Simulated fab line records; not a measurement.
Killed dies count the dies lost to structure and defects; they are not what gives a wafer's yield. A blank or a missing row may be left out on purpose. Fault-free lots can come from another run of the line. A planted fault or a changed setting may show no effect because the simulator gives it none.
Split-lot study / flow n5Finfet / route with 1938 steps; 7 lots, 39 wafers read

== THE SPLIT ITSELF ==
At N5_HKMG_FIN_NWFM_ALD_20 (deposits TiAlC, target thk 2 nm, pulse time 3 s, purge time 2 s), the setting aldCycles was moved away from the recipe's 7 on 12 of the 39 wafers read, by -28.6% to +42.9%. This setting was run at the recipe's value on the other wafers.

The reading comes from the split's own step.

== THE READING ==
TiAlC_of_HKMG_FIN_NWFM_ALD_20.thkNm (the simulator's own value, which no gauge read), in nm, at N5_HKMG_FIN_NWFM_ALD_20 (deposits TiAlC, target thk 2 nm, pulse time 3 s, purge time 2 s). There is no usual value for it anywhere in the file.

wafer=L076.1; tool, chamber at the split=aldMetal-03, 3,1,2; aldCycles as run=5; against the recipe=-28.6%; TiAlC_of_HKMG_FIN_NWFM_ALD_20.thkNm, nm=1.4; against lot-mates on the recipe=-0.6
wafer=L076.3; tool, chamber at the split=aldMetal-03, 3,1,2; aldCycles as run=5; against the recipe=-28.6%; TiAlC_of_HKMG_FIN_NWFM_ALD_20.thkNm, nm=1.4; against lot-mates on the recipe=-0.6
wafer=L076.6; tool, chamber at the split=aldMetal-03, 3,1,2; aldCycles as run=5; against the recipe=-28.6%; TiAlC_of_HKMG_FIN_NWFM_ALD_20.thkNm, nm=1.4; against lot-mates on the recipe=-0.6
wafer=L076.2; tool, chamber at the split=aldMetal-03, 2,0,3; aldCycles as run=7; against the recipe=recipe; TiAlC_of_HKMG_FIN_NWFM_ALD_20.thkNm, nm=2; against lot-mates on the recipe=-
wafer=L076.4; tool, chamber at the split=aldMetal-03, 2,0,3; aldCycles as run=7; against the recipe=recipe; TiAlC_of_HKMG_FIN_NWFM_ALD_20.thkNm, nm=2; against lot-mates on the recipe=-
wafer=L076.5; tool, chamber at the split=aldMetal-03, 2,0,3; aldCycles as run=7; against the recipe=recipe; TiAlC_of_HKMG_FIN_NWFM_ALD_20.thkNm, nm=2; against lot-mates on the recipe=-
wafer=L077.1; tool, chamber at the split=aldMetal-04, 3,0,1,2,3,2; aldCycles as run=7; against the recipe=recipe; TiAlC_of_HKMG_FIN_NWFM_ALD_20.thkNm, nm=2; against lot-mates on the recipe=-
wafer=L077.2; tool, chamber at the split=aldMetal-04, 3,0,1,2,3,2; aldCycles as run=7; against the recipe=recipe; TiAlC_of_HKMG_FIN_NWFM_ALD_20.thkNm, nm=2; against lot-mates on the recipe=-
wafer=L077.3; tool, chamber at the split=aldMetal-04, 3,0,1,2,3,2; aldCycles as run=7; against the recipe=recipe; TiAlC_of_HKMG_FIN_NWFM_ALD_20.thkNm, nm=2; against lot-mates on the recipe=-
wafer=L077.4; tool, chamber at the split=aldMetal-04, 3,0,1,2,3,2; aldCycles as run=7; against the recipe=recipe; TiAlC_of_HKMG_FIN_NWFM_ALD_20.thkNm, nm=2; against lot-mates on the recipe=-
wafer=L077.5; tool, chamber at the split=aldMetal-04, 3,0,1,2,3,2; aldCycles as run=7; against the recipe=recipe; TiAlC_of_HKMG_FIN_NWFM_ALD_20.thkNm, nm=2; against lot-mates on the recipe=-
wafer=L077.6; tool, chamber at the split=aldMetal-04, 3,0,1,2,3,2; aldCycles as run=7; against the recipe=recipe; TiAlC_of_HKMG_FIN_NWFM_ALD_20.thkNm, nm=2; against lot-mates on the recipe=-
wafer=L079.1; tool, chamber at the split=aldMetal-04, 2,3,1; aldCycles as run=5; against the recipe=-28.6%; TiAlC_of_HKMG_FIN_NWFM_ALD_20.thkNm, nm=1.4; against lot-mates on the recipe=-0.6
wafer=L079.2; tool, chamber at the split=aldMetal-04, 2,3,1; aldCycles as run=5; against the recipe=-28.6%; TiAlC_of_HKMG_FIN_NWFM_ALD_20.thkNm, nm=1.4; against lot-mates on the recipe=-0.6
wafer=L079.3; tool, chamber at the split=aldMetal-04, 2,3,1; aldCycles as run=5; against the recipe=-28.6%; TiAlC_of_HKMG_FIN_NWFM_ALD_20.thkNm, nm=1.4; against lot-mates on the recipe=-0.6
wafer=L079.4; tool, chamber at the split=aldMetal-04, 0,1,2; aldCycles as run=7; against the recipe=recipe; TiAlC_of_HKMG_FIN_NWFM_ALD_20.thkNm, nm=2; against lot-mates on the recipe=-
wafer=L079.5; tool, chamber at the split=aldMetal-04, 0,1,2; aldCycles as run=7; against the recipe=recipe; TiAlC_of_HKMG_FIN_NWFM_ALD_20.thkNm, nm=2; against lot-mates on the recipe=-
wafer=L079.6; tool, chamber at the split=aldMetal-04, 0,1,2; aldCycles as run=7; against the recipe=recipe; TiAlC_of_HKMG_FIN_NWFM_ALD_20.thkNm, nm=2; against lot-mates on the recipe=-
wafer=L082.1; tool, chamber at the split=aldMetal-01, 3,0,1; aldCycles as run=7; against the recipe=recipe; TiAlC_of_HKMG_FIN_NWFM_ALD_20.thkNm, nm=2; against lot-mates on the recipe=-
wafer=L082.4; tool, chamber at the split=aldMetal-01, 3,0,1; aldCycles as run=7; against the recipe=recipe; TiAlC_of_HKMG_FIN_NWFM_ALD_20.thkNm, nm=2; against lot-mates on the recipe=-
wafer=L082.6; tool, chamber at the split=aldMetal-01, 3,0,1; aldCycles as run=7; against the recipe=recipe; TiAlC_of_HKMG_FIN_NWFM_ALD_20.thkNm, nm=2; against lot-mates on the recipe=-
wafer=L083.1; tool, chamber at the split=aldMetal-04, 1,0,0; aldCycles as run=7; against the recipe=recipe; TiAlC_of_HKMG_FIN_NWFM_ALD_20.thkNm, nm=2; against lot-mates on the recipe=-
wafer=L083.3; tool, chamber at the split=aldMetal-04, 1,0,0; aldCycles as run=7; against the recipe=recipe; TiAlC_of_HKMG_FIN_NWFM_ALD_20.thkNm, nm=2; against lot-mates on the recipe=-
wafer=L083.5; tool, chamber at the split=aldMetal-04, 1,0,0; aldCycles as run=7; against the recipe=recipe; TiAlC_of_HKMG_FIN_NWFM_ALD_20.thkNm, nm=2; against lot-mates on the recipe=-
wafer=L083.2; tool, chamber at the split=aldMetal-04, 3; aldCycles as run=6; against the recipe=-14.3%; TiAlC_of_HKMG_FIN_NWFM_ALD_20.thkNm, nm=1.8; against lot-mates on the recipe=-0.2
wafer=L083.6; tool, chamber at the split=aldMetal-04, 3; aldCycles as run=6; against the recipe=-14.3%; TiAlC_of_HKMG_FIN_NWFM_ALD_20.thkNm, nm=1.8; against lot-mates on the recipe=-0.2
wafer=L083.4; tool, chamber at the split=aldMetal-04, 2; aldCycles as run=6; against the recipe=-14.3%; TiAlC_of_HKMG_FIN_NWFM_ALD_20.thkNm, nm=1.6; against lot-mates on the recipe=-0.4
wafer=L087.1; tool, chamber at the split=aldMetal-03, 1,3,0; aldCycles as run=10; against the recipe=+42.9%; TiAlC_of_HKMG_FIN_NWFM_ALD_20.thkNm, nm=2.8; against lot-mates on the recipe=+0.8
wafer=L087.2; tool, chamber at the split=aldMetal-03, 1,3,0; aldCycles as run=10; against the recipe=+42.9%; TiAlC_of_HKMG_FIN_NWFM_ALD_20.thkNm, nm=2.8; against lot-mates on the recipe=+0.8
wafer=L087.3; tool, chamber at the split=aldMetal-03, 1,3,0; aldCycles as run=10; against the recipe=+42.9%; TiAlC_of_HKMG_FIN_NWFM_ALD_20.thkNm, nm=2.8; against lot-mates on the recipe=+0.8
wafer=L087.4; tool, chamber at the split=aldMetal-03, 2,3,2; aldCycles as run=7; against the recipe=recipe; TiAlC_of_HKMG_FIN_NWFM_ALD_20.thkNm, nm=2; against lot-mates on the recipe=-
wafer=L087.5; tool, chamber at the split=aldMetal-03, 2,3,2; aldCycles as run=7; against the recipe=recipe; TiAlC_of_HKMG_FIN_NWFM_ALD_20.thkNm, nm=2; against lot-mates on the recipe=-
wafer=L087.6; tool, chamber at the split=aldMetal-03, 2,3,2; aldCycles as run=7; against the recipe=recipe; TiAlC_of_HKMG_FIN_NWFM_ALD_20.thkNm, nm=2; against lot-mates on the recipe=-
wafer=L092.1; tool, chamber at the split=aldMetal-01, 2,3,0,1,3,2; aldCycles as run=7; against the recipe=recipe; TiAlC_of_HKMG_FIN_NWFM_ALD_20.thkNm, nm=2; against lot-mates on the recipe=-
wafer=L092.2; tool, chamber at the split=aldMetal-01, 2,3,0,1,3,2; aldCycles as run=7; against the recipe=recipe; TiAlC_of_HKMG_FIN_NWFM_ALD_20.thkNm, nm=2; against lot-mates on the recipe=-
wafer=L092.3; tool, chamber at the split=aldMetal-01, 2,3,0,1,3,2; aldCycles as run=7; against the recipe=recipe; TiAlC_of_HKMG_FIN_NWFM_ALD_20.thkNm, nm=2; against lot-mates on the recipe=-
wafer=L092.4; tool, chamber at the split=aldMetal-01, 2,3,0,1,3,2; aldCycles as run=7; against the recipe=recipe; TiAlC_of_HKMG_FIN_NWFM_ALD_20.thkNm, nm=2; against lot-mates on the recipe=-
wafer=L092.5; tool, chamber at the split=aldMetal-01, 2,3,0,1,3,2; aldCycles as run=7; against the recipe=recipe; TiAlC_of_HKMG_FIN_NWFM_ALD_20.thkNm, nm=2; against lot-mates on the recipe=-
wafer=L092.6; tool, chamber at the split=aldMetal-01, 2,3,0,1,3,2; aldCycles as run=7; against the recipe=recipe; TiAlC_of_HKMG_FIN_NWFM_ALD_20.thkNm, nm=2; against lot-mates on the recipe=-
The file does not say which wafer passed through which chamber wherever a row lists several chambers: such a row stands for several wafers.

THE FIT
A straight line over all 39 wafers: TiAlC_of_HKMG_FIN_NWFM_ALD_20.thkNm changes by +0.0196 nm for each +1% of aldCycles; r = +1.00; the points scatter about the line by 0.032 nm.
The same after taking each lot's own level away (the mean of its wafers on the recipe; 39 wafers): +0.0196 nm for each +1%; r = +1.00; scatter 0.032 nm.
Per that fit: largest aldCycles move, reading shift of 0.84 nm.
The lots' own levels span 2.00 to 2.00 nm.
The two slopes are in agreement: the lot-to-lot level therefore moves the slope only a little.
Check: for one of the wafers moved furthest among these (+42.9%), held out of the fit, the line's prediction against its lot-mates is +0.843 nm. It came out at +0.8 nm against them.

== ADDITIONAL SPLITS CARRIED BY THESE WAFERS ==
Before the reading, these wafers also passed through other splits. Each is held against what the fit with the lots' levels taken away leaves over:
other split on the same wafers=N5_FIN_CUT_CUT_ETCH_15 timeS; wafers away from the commonest value=12; r with TiAlC_of_HKMG_FIN_NWFM_ALD_20.thkNm (lot level and that fit taken away)=+0.00
other split on the same wafers=N5_SPACER0_ALD_00 aldCycles; wafers away from the commonest value=15; r with TiAlC_of_HKMG_FIN_NWFM_ALD_20.thkNm (lot level and that fit taken away)=-0.24

== FILE'S OWN FIT ==
TiAlC_of_HKMG_FIN_NWFM_ALD_20.thkNm changes by +0.0197 nm for each +1% of aldCycles, r = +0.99.
